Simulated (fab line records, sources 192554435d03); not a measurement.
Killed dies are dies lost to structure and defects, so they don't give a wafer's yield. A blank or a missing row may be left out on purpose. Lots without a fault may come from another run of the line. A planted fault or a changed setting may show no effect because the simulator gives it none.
Chamber matching | flow n5_finfet | N5_BEOL_M0_SAQP_PECVD_00 on pecvd-02: 3 sister chambers
The step deposits SiCN from 3MS/NH3, target thk 8 nm, time 14 s. 3 wafers are shown with their chamber, then 9 later ones without.

WAFERS WITH THEIR CHAMBER
wafer  | chamber | throttle_valve_pct (%)
L080.6 | 2       | 9.1
L085.4 | 1       | 9.6
L085.5 | 0       | 9.6

WAFERS WITHOUT THEIR CHAMBER
wafer  | throttle_valve_pct (%)
L088.1 | 9.5
L088.2 | 9.0
L088.3 | 9.4
L088.4 | 9.6
L088.5 | 9.2
L088.6 | 9.1
L097.1 | 9.6
L097.2 | 9.6
L097.6 | 9.3

WHICH CHAMBER EACH WENT THROUGH
wafer  | from the rows above          | in truth
L088.1 | can't be placed: 0 or 1      | 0
L088.2 | 2                            | 2
L088.3 | can't be placed: 0 or 1 or 2 | 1
L088.4 | can't be placed: 0 or 1      | 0
L088.5 | 2                            | 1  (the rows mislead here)
L088.6 | 2                            | 2
L097.1 | can't be placed: 0 or 1      | 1
L097.2 | can't be placed: 0 or 1      | 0
L097.6 | can't be placed: 2 or 0 or 1 | 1
Placed correctly: 2 of 9. Can't be placed from these rows: 6 (the true chamber is among the candidates in 6). Placed wrongly: 1.
How it was worked out, from the rows above alone: a wafer's distance from a chamber is the root of the sum, over the readings, of the square of ((its reading less the chamber's mean) divided by the reading's scatter). The wafer belongs to the nearest chamber; if the next one is less than 2 further off, it can't be placed. A chamber's mean is the mean of its shown wafers. The scatter: with one shown wafer a chamber, the root of the mean of the squares of how far each hidden wafer lies from its nearest shown one.
